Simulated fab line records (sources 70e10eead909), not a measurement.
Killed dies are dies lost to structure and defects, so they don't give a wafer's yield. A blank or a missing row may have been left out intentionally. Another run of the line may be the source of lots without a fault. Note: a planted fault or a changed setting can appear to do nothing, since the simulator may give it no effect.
Matching of chambers :: flow nand_harc :: rie_diel-05 running NHARC_P_ZERO_WELL_DESCUM_39: 4 sister chambers
The step chemistry O2, time 3 s. 30 wafers are shown with their chamber, then 12 later ones without.

## WAFERS PAIRED WITH THEIR CHAMBERS
wafer: L074.1
chamber: 0
showerhead_plenum_p_Torr (Torr): 1.99
drypump_motor_current_A (A): 5.3
oes_product_au (a.u.): 1.015

wafer: L074.2
chamber: 2
showerhead_plenum_p_Torr (Torr): 2.06
drypump_motor_current_A (A): 4.8
oes_product_au (a.u.): 0.996

wafer: L074.6
chamber: 3
showerhead_plenum_p_Torr (Torr): 1.88
drypump_motor_current_A (A): 5.3
oes_product_au (a.u.): 1.010

wafer: L076.2
chamber: 0
showerhead_plenum_p_Torr (Torr): 1.98
drypump_motor_current_A (A): 5.3
oes_product_au (a.u.): 0.997

wafer: L076.3
chamber: 3
showerhead_plenum_p_Torr (Torr): 1.88
drypump_motor_current_A (A): 5.3
oes_product_au (a.u.): 0.996

wafer: L076.4
chamber: 2
showerhead_plenum_p_Torr (Torr): 2.06
drypump_motor_current_A (A): 4.9
oes_product_au (a.u.): 0.996

wafer: L081.1
chamber: 0
showerhead_plenum_p_Torr (Torr): 1.98
drypump_motor_current_A (A): 5.3
oes_product_au (a.u.): 1.000

wafer: L081.3
chamber: 2
showerhead_plenum_p_Torr (Torr): 2.05
drypump_motor_current_A (A): 4.9
oes_product_au (a.u.): 1.004

wafer: L081.6
chamber: 0
showerhead_plenum_p_Torr (Torr): 1.98
drypump_motor_current_A (A): 5.3
oes_product_au (a.u.): 0.999

wafer: L082.1
chamber: 1
showerhead_plenum_p_Torr (Torr): 1.83
drypump_motor_current_A (A): 6.1
oes_product_au (a.u.): 0.991

wafer: L082.2
chamber: 2
showerhead_plenum_p_Torr (Torr): 2.05
drypump_motor_current_A (A): 4.9
oes_product_au (a.u.): 0.996

wafer: L082.4
chamber: 0
showerhead_plenum_p_Torr (Torr): 1.98
drypump_motor_current_A (A): 5.3
oes_product_au (a.u.): 1.006

wafer: L084.2
chamber: 3
showerhead_plenum_p_Torr (Torr): 1.87
drypump_motor_current_A (A): 5.3
oes_product_au (a.u.): 1.002

wafer: L084.3
chamber: 0
showerhead_plenum_p_Torr (Torr): 1.98
drypump_motor_current_A (A): 5.3
oes_product_au (a.u.): 1.004

wafer: L084.5
chamber: 2
showerhead_plenum_p_Torr (Torr): 2.05
drypump_motor_current_A (A): 4.8
oes_product_au (a.u.): 0.995

wafer: L085.1
chamber: 0
showerhead_plenum_p_Torr (Torr): 1.98
drypump_motor_current_A (A): 5.2
oes_product_au (a.u.): 1.006

wafer: L085.3
chamber: 1
showerhead_plenum_p_Torr (Torr): 1.83
drypump_motor_current_A (A): 6.0
oes_product_au (a.u.): 0.989

wafer: L085.6
chamber: 1
showerhead_plenum_p_Torr (Torr): 1.83
drypump_motor_current_A (A): 6.1
oes_product_au (a.u.): 1.011

wafer: L085.2
chamber: 3
showerhead_plenum_p_Torr (Torr): 1.87
drypump_motor_current_A (A): 5.3
oes_product_au (a.u.): 1.010

wafer: L085.4
chamber: 2
showerhead_plenum_p_Torr (Torr): 2.05
drypump_motor_current_A (A): 4.8
oes_product_au (a.u.): 0.999

wafer: L085.5
chamber: 2
showerhead_plenum_p_Torr (Torr): 2.05
drypump_motor_current_A (A): 4.8
oes_product_au (a.u.): 1.000

wafer: L088.1
chamber: 2
showerhead_plenum_p_Torr (Torr): 2.05
drypump_motor_current_A (A): 4.8
oes_product_au (a.u.): 0.991

wafer: L088.3
chamber: 0
showerhead_plenum_p_Torr (Torr): 1.97
drypump_motor_current_A (A): 5.2
oes_product_au (a.u.): 1.004

wafer: L088.4
chamber: 1
showerhead_plenum_p_Torr (Torr): 1.83
drypump_motor_current_A (A): 6.0
oes_product_au (a.u.): 1.003

wafer: L090.2
chamber: 2
showerhead_plenum_p_Torr (Torr): 2.05
drypump_motor_current_A (A): 4.9
oes_product_au (a.u.): 1.011

wafer: L090.4
chamber: 1
showerhead_plenum_p_Torr (Torr): 1.82
drypump_motor_current_A (A): 6.0
oes_product_au (a.u.): 1.009

wafer: L090.6
chamber: 2
showerhead_plenum_p_Torr (Torr): 2.05
drypump_motor_current_A (A): 4.9
oes_product_au (a.u.): 0.990

wafer: L090.1
chamber: 3
showerhead_plenum_p_Torr (Torr): 1.87
drypump_motor_current_A (A): 5.3
oes_product_au (a.u.): 1.014

wafer: L090.3
chamber: 0
showerhead_plenum_p_Torr (Torr): 1.97
drypump_motor_current_A (A): 5.3
oes_product_au (a.u.): 1.012

wafer: L090.5
chamber: 3
showerhead_plenum_p_Torr (Torr): 1.87
drypump_motor_current_A (A): 5.3
oes_product_au (a.u.): 1.006

SIGNATURES, as means of the wafers listed above
reading: showerhead_plenum_p_Torr
chamber 0: 1.9789
chamber 1: 1.8280
chamber 2: 2.0520
chamber 3: 1.8733
scatter within a chamber: 0.00505

reading: drypump_motor_current_A
chamber 0: 5.278
chamber 1: 6.040
chamber 2: 4.850
chamber 3: 5.300
scatter within a chamber: 0.045

reading: oes_product_au
chamber 0: 1.00478
chamber 1: 1.00060
chamber 2: 0.99780
chamber 3: 1.00633
scatter within a chamber: 0.00692
Rule: a wafer's distance from a chamber is the root of the sum, over the readings, of the square of ((its reading less the chamber's mean) divided by the reading's scatter). The wafer belongs to the nearest chamber; if the next one is less than 2 further off, it can't be placed. The scatter: the root of (the sum of the squares of (reading less its chamber's mean) over the shown wafers, divided by (wafers less chambers)).

## WAFERS MISSING THEIR CHAMBER
wafer: L091.1
showerhead_plenum_p_Torr (Torr): 1.82
drypump_motor_current_A (A): 6.1
oes_product_au (a.u.): 1.018

wafer: L091.2
showerhead_plenum_p_Torr (Torr): 2.04
drypump_motor_current_A (A): 4.9
oes_product_au (a.u.): 0.996

wafer: L091.5
showerhead_plenum_p_Torr (Torr): 1.82
drypump_motor_current_A (A): 6.1
oes_product_au (a.u.): 1.006

wafer: L091.3
showerhead_plenum_p_Torr (Torr): 1.97
drypump_motor_current_A (A): 5.3
oes_product_au (a.u.): 1.025

wafer: L091.4
showerhead_plenum_p_Torr (Torr): 1.87
drypump_motor_current_A (A): 5.3
oes_product_au (a.u.): 1.014

wafer: L091.6
showerhead_plenum_p_Torr (Torr): 2.04
drypump_motor_current_A (A): 4.9
oes_product_au (a.u.): 1.003

wafer: L093.1
showerhead_plenum_p_Torr (Torr): 1.86
drypump_motor_current_A (A): 5.3
oes_product_au (a.u.): 1.007

wafer: L093.5
showerhead_plenum_p_Torr (Torr): 1.86
drypump_motor_current_A (A): 5.3
oes_product_au (a.u.): 1.010

wafer: L093.6
showerhead_plenum_p_Torr (Torr): 1.97
drypump_motor_current_A (A): 5.3
oes_product_au (a.u.): 1.005

wafer: L096.1
showerhead_plenum_p_Torr (Torr): 2.04
drypump_motor_current_A (A): 4.8
oes_product_au (a.u.): 0.996

wafer: L096.3
showerhead_plenum_p_Torr (Torr): 1.86
drypump_motor_current_A (A): 5.3
oes_product_au (a.u.): 1.004

wafer: L096.6
showerhead_plenum_p_Torr (Torr): 1.97
drypump_motor_current_A (A): 5.3
oes_product_au (a.u.): 1.008

## EACH ONE'S CHAMBER
wafer: L091.1
from the rows above: 1
in truth: 1

wafer: L091.2
from the rows above: 2
in truth: 2

wafer: L091.5
from the rows above: 1
in truth: 1

wafer: L091.3
from the rows above: 0
in truth: 0

wafer: L091.4
from the rows above: 3
in truth: 3

wafer: L091.6
from the rows above: 2
in truth: 2

wafer: L093.1
from the rows above: 3
in truth: 3

wafer: L093.5
from the rows above: 3
in truth: 3

wafer: L093.6
from the rows above: 0
in truth: 0

wafer: L096.1
from the rows above: 2
in truth: 2

wafer: L096.3
from the rows above: 3
in truth: 3

wafer: L096.6
from the rows above: 0
in truth: 0
Placed correctly: 12 of 12. Not placeable from these rows: 0. Placed wrongly: 0.
